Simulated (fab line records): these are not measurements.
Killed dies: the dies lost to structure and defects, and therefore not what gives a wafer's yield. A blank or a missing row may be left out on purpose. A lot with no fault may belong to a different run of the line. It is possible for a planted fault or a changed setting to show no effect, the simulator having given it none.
Comparing a struck lot with a sound one | flow n5 finfet | 14 out of 1938 route steps
Sound: these wafers, L834.2, L834.5, L834.6. Wafers L833.1, L833.2, L833.6 were the ones struck. The cause is named last.
Per side, at each step with rows, come the tool, then ch with its chambers, and then its first start. Under that, the readings that differ: sound wafers | struck wafers | difference of the means | sigmas: that difference in standard deviations of wafers without a fault.
alike: readings whose means differ by less than 2 such deviations, and words and numbers that are the same on both sides. not compared: withheld readings, readings that some wafer has no value for, bounds like >300 that may hide the same value, and numbers for which the record gives no deviation and whose values overlap.
A row with sigmas, a row that says differs or no value, or rows on one side alone: a step with any of these is where the two part. When numbers do not overlap yet have no deviation, they are printed without sigmas and do not part them. A reading that every wafer of one side lacks parts them only if that side has two wafers or more.

N5_BEOL_M8_INSPECT_58: inspects for defects (darkfield).
  sound on defect inspect-02 at day 10 15:01; struck on defect inspect-01 at day 9 22:46
  alike: raw defect count
N5_BEOL_M9_ILD_DEP_00: deposits SiCOH lowk from DEMS/porogen, target thk 308.51 nm, time 58 s.
  sound on pecvd-02 ch 0,2, day 10 15:02; struck on pecvd-03 ch 0,1, day 9 22:48
  reading                         | sound             | struck            | difference | sigmas
  showerhead plenum p Torr (Torr) | 5.713 5.727 5.715 | 5.770 5.740 5.759 | +0.038     | +2
  alike: heater power w, throttle valve pct
N5_BEOL_M9_CURE_71: cures SiCOH lowk, time 240 s.
  sound on uv cure-01 ch 0, day 10 15:12; struck on uv cure-03 ch 1, day 9 22:55
  alike: lamp power pct, wafer_temp_C_max
N5_BEOL_M9_THK_MEAS_01:
  sound on film metro-01 at day 10 15:38; struck on film metro-02 at day 9 23:25
  alike: M9_ILD_THK
N5_BEOL_M9_PECVD_70: deposits SiO2 from TEOS/O2, target thk 20 nm, time 22.7 s.
  sound on pecvd-02 ch 0,1, day 10 15:40; struck on pecvd-03 ch 0,1, day 9 23:28
  alike: heater power w, showerhead plenum p Torr, throttle valve pct
N5_BEOL_M9_HM_DEP_02: deposits TiN, target thk 20 nm.
  sound on pvd sputter-01 at day 10 19:28; struck on pvd sputter-02 at day 10 01:02
  reading                | sound          | struck         | difference | sigmas
  throttle valve pct (%) | 28.9 29.1 29.0 | 30.1 31.9 30.0 | +1.7       | +2
then, 6 steps without rows for these wafers: N5_BEOL_M9_COAT_59 (time 60 s, resist thk 100 nm); N5_BEOL_M9_COAT_60 (time 60 s, resist thk 30 nm); N5_BEOL_M9_COAT_05 (resist thk 90 nm); N5_BEOL_M9_EBR_07; N5_BEOL_M9_SOFTBAKE_06 (time 60 s); N5_BEOL_M9_EXPOSE_08 (exposes mask M9).
N5_BEOL_M9_PEB_09: peb time 60 s.
  struck on litho track-01, day 10 01:28; sound on litho track-03 ch 0, day 10 19:53
  no value came back on the struck wafers for chill plate temp C (C), exhaust pa (Pa); on the sound wafers chill plate temp C (C) reads 22.94 22.89 22.95
then, 1 step without rows for these wafers: N5_BEOL_M9_DEVELOP_10 (develop time 30 s).

## WHERE THEY PART
At N5_BEOL_M9_ILD_DEP_00 first; at N5_BEOL_M9_PEB_09 last (within this record only).

WHY: what the simulator had put in
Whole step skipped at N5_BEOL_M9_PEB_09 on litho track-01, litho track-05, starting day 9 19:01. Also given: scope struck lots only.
